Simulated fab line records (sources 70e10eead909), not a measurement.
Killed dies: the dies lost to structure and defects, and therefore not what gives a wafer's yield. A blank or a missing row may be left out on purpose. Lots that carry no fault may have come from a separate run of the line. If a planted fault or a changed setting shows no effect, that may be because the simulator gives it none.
Matching of chambers ; flow nandHarc ; 4 sister chambers for NHARC_A_STAIRCASE_TRIM_187 on rieDiel-10
The step chemistry O2, time 211.2 s. 7 wafers are shown with their chamber, then 11 later ones without.

WAFERS, EACH WITH ITS CHAMBER
wafer;chamber;showerheadPlenumPTorr (Torr);drypumpMotorCurrentA (A)
L082.2;2;3.37;5.1
L083.1;0;3.42;5.4
L083.2;1;3.31;5.9
L086.1;0;3.42;5.4
L086.3;1;3.31;5.8
L086.4;3;3.71;5.3
L087.1;3;3.70;5.4

WAFERS WHOSE CHAMBER IS MISSING
wafer;showerheadPlenumPTorr (Torr);drypumpMotorCurrentA (A)
L087.2;3.31;5.9
L087.5;3.42;5.4
L090.1;3.30;5.8
L090.3;3.70;5.4
L090.5;3.41;5.4
L095.1;3.69;5.3
L095.3;3.35;5.1
L095.5;3.41;5.4
L097.2;3.69;5.4
L097.3;3.29;5.8
L097.6;3.35;5.1

WHICH CHAMBER EACH ONE RAN IN
wafer;from the rows above;in truth
L087.2;1;1
L087.5;0;0
L090.1;1;1
L090.3;3;3
L090.5;0;0
L095.1;3;3
L095.3;2;2
L095.5;0;0
L097.2;3;3
L097.3;1;1
L097.6;2;2
11 of 11 placed correctly. Left unplaced by these rows: 0. 0 placed wrongly.
How it was worked out, from the rows above alone: a wafer's distance from a chamber is the root of the sum, over the readings, of the square of ((its reading less the chamber's mean) divided by the reading's scatter). The wafer belongs to the nearest chamber; if the next one is less than 2 further off, it can't be placed. A chamber's mean is the mean of its shown wafers. The scatter: take each reading less its chamber's mean, square it, sum over the shown wafers, divide by the number of wafers less the number of chambers, and take the root.
